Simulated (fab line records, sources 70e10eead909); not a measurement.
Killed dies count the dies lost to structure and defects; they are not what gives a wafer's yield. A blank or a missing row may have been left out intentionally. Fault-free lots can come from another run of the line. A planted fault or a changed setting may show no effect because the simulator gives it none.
Which of the tools did it? -- flow nand_harc -- 24 lots with 72 wafers sampled at 3 steps, on a route of 1302 steps

WHAT EACH GAUGE READ, for each wafer
NHARC_A_CONTACT_CD_MEAS_15. Usual: 189.9 nm for cd_nm, sd 0.7.
lot,measured,on,cd_nm (nm),flag
L074,day 21 22:43,cd_sem-01,189.9 189.6 190.7,
L075,day 22 18:33,cd_sem-03,191.2 190.6 191.7,
L076,day 22 20:50,cd_sem-03,190.0 189.6 190.2,
L079,day 24 02:26,cd_sem-03,189.2 190.0 189.8,
L077,day 24 03:14,cd_sem-02,189.8 190.3 189.7,
L078,day 24 04:08,cd_sem-02,189.5 190.5 189.9,
L080,day 24 22:30,cd_sem-02,189.2 190.8 190.0,
L082,day 25 15:17,cd_sem-03,189.0 188.8 189.8,
L081,day 25 19:43,cd_sem-02,190.4 191.6 190.0,
L083,day 26 07:55,cd_sem-03,188.5 189.1 188.7,
L084,day 26 09:02,cd_sem-01,190.2 190.4 190.2,
L085,day 27 03:32,cd_sem-01,189.1 189.2 189.1,
L086,day 27 11:59,cd_sem-02,189.4 188.5 189.5,
L087,day 27 16:08,cd_sem-01,189.5 189.4 190.0,
L088,day 27 18:53,cd_sem-03,190.0 191.2 190.4,
L091,day 28 13:52,cd_sem-02,190.4 189.5 190.8,
L089,day 28 14:17,cd_sem-02,190.0 189.1 190.5,
L090,day 28 19:42,cd_sem-01,190.4 190.6 191.2,
L093,day 29 20:34,cd_sem-01,190.0 190.3 190.5,
L092,day 29 22:25,cd_sem-01,189.1 189.5 189.7,
L094,day 30 03:05,cd_sem-03,189.5 188.9 189.7,
L095,day 30 22:34,cd_sem-03,190.4 191.0 190.3,
L096,day 31 00:04,cd_sem-02,189.8 189.7 189.1,
L097,day 31 16:24,cd_sem-03,190.7 190.1 189.4,

NHARC_A_M0_CD_MEAS_09 targets a cd of 80 nm. Usual: 80.1 nm for cd_nm, sd 0.77.
lot,measured,on,cd_nm (nm),flag
L074,day 22 05:40,cd_sem-03,79.5 78.8 80.6,
L075,day 23 01:25,cd_sem-03,79.7 79.4 79.3,
L076,day 23 03:50,cd_sem-02,79.6 81.4 81.1,
L079,day 24 09:29,cd_sem-02,79.8 80.5 80.2,
L077,day 24 10:44,cd_sem-03,80.1 80.4 80.8,
L078,day 24 11:22,cd_sem-03,80.6 81.1 81.3,
L080,day 25 05:32,cd_sem-01,79.2 78.2 79.3,
L082,day 25 22:18,cd_sem-02,79.2 80.2 79.8,
L081,day 26 02:48,cd_sem-03,80.6 81.3 81.3,
L083,day 26 14:47,cd_sem-03,80.6 79.9 81.3,
L084,day 26 16:59,cd_sem-03,79.8 80.3 79.5,
L085,day 27 10:32,cd_sem-02,79.6 80.0 79.7,
L086,day 27 18:57,cd_sem-03,78.7 80.5 80.0,
L087,day 27 23:25,cd_sem-02,80.8 79.7 81.1,
L088,day 28 01:51,cd_sem-03,80.8 80.3 81.9,
L091,day 28 20:50,cd_sem-01,81.5 79.5 80.7,
L089,day 28 21:16,cd_sem-02,78.0 78.7 79.7,
L090,day 29 02:43,cd_sem-02,80.7 81.5 81.2,
L093,day 30 03:26,cd_sem-02,79.8 79.6 80.2,
L092,day 30 05:24,cd_sem-02,80.7 80.2 81.1,
L094,day 30 09:58,cd_sem-02,79.9 80.0 80.2,
L095,day 31 05:38,cd_sem-03,81.1 79.3 80.5,
L096,day 31 07:04,cd_sem-03,78.9 79.2 81.3,
L097,day 31 23:14,cd_sem-03,79.9 79.9 79.9,

WHAT TOOL EACH LOT RAN ON (gives the tool, then ch and the chambers of the sampled wafers, and finally the start)
lot,NHARC_A_CONTACT_ETCH_30
L074,"rie_diel-02 ch 0,3, day 21 22:43 or earlier"
L075,"rie_diel-02 ch 0,1, day 22 18:33 or earlier"
L076,"rie_diel-12 ch 0,2, day 22 20:50 or earlier"
L079,"rie_diel-12 ch 1,2,3, day 24 02:26 or earlier"
L077,"rie_diel-13 ch 0,1,2, day 24 03:14 or earlier"
L078,"rie_diel-13 ch 1,3, day 24 04:08 or earlier"
L080,"rie_diel-13 ch 0,1, day 24 22:30 or earlier"
L082,"rie_diel-12 ch 0,1,3, day 25 15:17 or earlier"
L081,"rie_diel-02 ch 0,2,3, day 25 19:43 or earlier"
L083,"rie_diel-13 ch 1,2, day 26 07:55 or earlier"
L084,"rie_diel-13 ch 1,3, day 26 09:02 or earlier"
L085,"rie_diel-02 ch 1,3, day 27 03:32 or earlier"
L086,"rie_diel-13 ch 0,1,3, day 27 11:59 or earlier"
L087,"rie_diel-13 ch 0,2,3, day 27 16:08 or earlier"
L088,"rie_diel-02 ch 0,1,3, day 27 18:53 or earlier"
L091,"rie_diel-13 ch 1,3, day 28 13:52 or earlier"
L089,"rie_diel-13 ch 2,3, day 28 14:17 or earlier"
L090,"rie_diel-13 ch 0,3, day 28 19:42 or earlier"
L093,"rie_diel-13 ch 0,1,2, day 29 20:34 or earlier"
L092,"rie_diel-13 ch 0,1, day 29 22:25 or earlier"
L094,"rie_diel-02 ch 1,2, day 30 03:05 or earlier"
L095,"rie_diel-02 ch 1,2,3, day 30 22:34 or earlier"
L096,"rie_diel-13 ch 0,2, day 31 00:04 or earlier"
L097,"rie_diel-13 ch 1,3, day 31 16:24 or earlier"
- NHARC_A_CONTACT_ETCH_30: etches the open film in CF4/CHF3, target depth 72.6 nm, time 36.3 s.

AS READ BY THE TOOLS THEMSELVES (means over the sampled wafers that have a number; for cases with no such wafer, the mark the record gives instead)
NHARC_A_CONTACT_ETCH_30. Usual: drypump_motor_current_A 5.7 A, standard deviation 0.49; oes_product_au 0.945 a.u., standard deviation 0.023; rf_vpp_V 368.6 V, standard deviation 2.3; showerhead_plenum_p_Torr 1.51 Torr, standard deviation 0.065; throttle_valve_pct 16.802 %, standard deviation 0.0095.
lot,tool,drypump_motor_current_A (A),oes_product_au (a.u.),rf_vpp_V (V),showerhead_plenum_p_Torr (Torr),throttle_valve_pct (%),flag
L074,rie_diel-02,5.5,0.961,368.8,1.51,16.797,
L075,rie_diel-02,6.1,0.943,370.5,1.57,16.805,
L076,rie_diel-12,5.7,0.928,371.6,1.61,16.797,
L079,rie_diel-12,5.6,0.969,371.1,1.58,16.804,
L077,rie_diel-13,5.9,0.925,367.4,1.48,16.801,
L078,rie_diel-13,5.7,0.927,367.9,1.49,16.804,
L080,rie_diel-13,5.8,0.923,366.2,1.46,16.803,
L082,rie_diel-12,5.4,0.925,368.7,1.54,16.808,
L081,rie_diel-02,5.7,0.954,368.2,1.50,16.810,
L083,rie_diel-13,6.3,0.923,366.7,1.48,16.800,
L084,rie_diel-13,5.9,0.965,367.9,1.47,16.804,
L085,rie_diel-02,5.5,0.967,367.7,1.50,16.802,
L086,rie_diel-13,5.6,0.931,367.1,1.47,16.794,
L087,rie_diel-13,5.7,0.930,368.4,1.49,16.807,
L088,rie_diel-02,5.8,0.971,369.0,1.53,16.808,
L091,rie_diel-13,5.7,0.922,368.0,1.48,16.799,
L089,rie_diel-13,6.1,0.916,368.2,1.51,16.801,
L090,rie_diel-13,5.1,0.961,367.5,1.47,16.804,
L093,rie_diel-13,5.9,0.974,366.9,1.47,16.803,
L092,rie_diel-13,5.4,0.984,367.1,1.45,16.811,
L094,rie_diel-02,5.8,0.966,368.1,1.50,16.805,
L095,rie_diel-02,5.6,0.930,368.2,1.49,16.802,
L096,rie_diel-13,5.5,0.979,373.1,1.64,16.808,
L097,rie_diel-13,6.0,0.913,371.9,1.63,16.809,

THE ANSWER, worked out from the rows above alone
Rule: lot off if the mean of its wafers having a number is beyond 3 standard deviations from the usual mean. A lot without any number at a reading at which 4 lots or more have one is off too. All remaining lots with rows at the step are treated as sound. The gauges are gone through in route order, then the tools' own readings, and for those a lot's mean is taken as printed above. At the first step where some lot is off, the reading lying furthest off is the one used; lots without a number count as furthest.
Nothing can be told from this: no lot is off at any reading shown.

WHAT THE SIMULATOR PUT IN
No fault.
